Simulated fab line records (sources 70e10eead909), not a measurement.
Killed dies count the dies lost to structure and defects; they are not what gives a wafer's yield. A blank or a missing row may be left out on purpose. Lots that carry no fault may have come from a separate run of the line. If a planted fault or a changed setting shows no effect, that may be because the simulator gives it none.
A lot that was struck, set against a sound lot ; flow nandHarc ; 14 steps out of a route of 1302
Sound: the wafers L122.1, L122.4, L122.6. Wafers L132.2, L132.4, L132.5 were the ones struck. The cause comes at the end.
Per side, at each step with rows, come the tool, then ch with its chambers, and then its first start. Under that, the readings that differ: sound wafers ; struck wafers ; difference of the means ; sigmas: that difference in standard deviations of wafers without a fault.
alike: a reading whose means differ by less than 2 such deviations, as well as words and numbers matching on both sides. not compared: withheld readings; readings where some wafer has no value; bounds like >300 that might hide an equal value; numbers whose values overlap and for which the record gives no deviation.
The two part at a step that has a row with sigmas, a row that says differs or no value, or rows on one side only. Numbers that have no deviation but don't overlap get no sigmas and don't part them. A reading missing from all wafers of one side parts the sides only when that side holds two or more wafers.

first, 1 step without rows for these wafers: NHARC_A_WL_FILL_CVD_03 (deposits W, target thk 40 nm, time 279 s).
NHARC_A_WL_FILL_ETCHBACK_04: etches the open film in NF3, target depth 60 nm, time 120 s.
  sound on rieMetal-01 ch 0,1, day 21 14:17; struck on rieMetal-01 ch 0,1, day 26 00:34
  alike: drypumpMotorCurrentA, oesProductAu, runLengthS
  not compared: rfHoursCounterH
NHARC_A_WL_FILL_ETCHBACK_05: etches the open film in Cl2/BCl3, target depth 22 nm, time 60 s.
  sound on rieMetal-01 ch 0,1, day 21 14:29; struck on rieMetal-01 ch 0,1, day 26 00:51
  alike: drypumpMotorCurrentA, oesProductAu, runLengthS
  not compared: rfHoursCounterH
NHARC_A_WL_FILL_STRIP_27: strips in N2/H2, time 20 s.
  sound on plasmaAsher-01 ch 0,1, day 21 14:40; struck on plasmaAsher-02 ch 0,1, day 26 01:01
  alike: drypumpMotorCurrentA, heaterPowerW
  not compared: rfHoursCounterH
then, 4 steps without rows for these wafers: NHARC_A_WL_FILL_STRIP_28 (strips in post etch residue remover, time 1200 s); NHARC_A_WL_FILL_PRECLEAN_06 (cleans in DIW, time 300 s); NHARC_A_WL_FILL_SRD_07; NHARC_A_WL_FILL_ANNEAL_08 (time 1800 s).
NHARC_A_WL_FILL_ALD_10: deposits SiO2, target thk 50 nm, pulse time 10 s, ald cycles 500.
  sound on aldHk-02 ch 0,2,3, day 21 20:37; struck on aldHk-02 ch 0,2,3, day 26 09:02
  alike: heaterPowerW, precursorPulseHeightRel
then, 1 step without rows for these wafers: NHARC_A_WL_FILL_ETCHBACK_16 (etches the open film in C4F8/O2/Ar, target depth 120 nm, time 24 s).
NHARC_A_WL_FILL_STRIP_29: strips in O2, time 20 s.
  sound on rieDiel-07 ch 0,3, day 22 00:52; struck on rieDiel-08 ch 1,2, day 26 12:46
reading;sound;struck;difference;sigmas
showerheadPlenumPTorr (Torr);3.35 3.36 3.35;3.63 3.71 3.71;+0.33;+2
  alike: drypumpMotorCurrentA, oesProductAu, rfVppV, throttleValvePct
  not compared: rfHoursCounterH
NHARC_A_WL_FILL_ETCHBACK_17: etches the open film in Cl2/BCl3, target depth 4 nm, time 26.7 s.
  sound on rieMetal-01 ch 0,1, day 22 00:58; struck on rieMetal-02 ch 0,1, day 26 12:52
reading;sound;struck;difference;sigmas
runLengthS (s);47.8 48.5 48.1;39.5 40.5 40.2;-8.1;-20
  alike: drypumpMotorCurrentA, oesProductAu
  not compared: rfHoursCounterH
then, 2 steps without rows for these wafers: NHARC_A_WL_FILL_PRECLEAN_18 (cleans in dHF, time 30 s); NHARC_END_SORT_01.

== WHERE THEY PART ==
At NHARC_A_WL_FILL_STRIP_29 first; at NHARC_A_WL_FILL_ETCHBACK_17 last (within this record only).

WHY: what the simulator had put in
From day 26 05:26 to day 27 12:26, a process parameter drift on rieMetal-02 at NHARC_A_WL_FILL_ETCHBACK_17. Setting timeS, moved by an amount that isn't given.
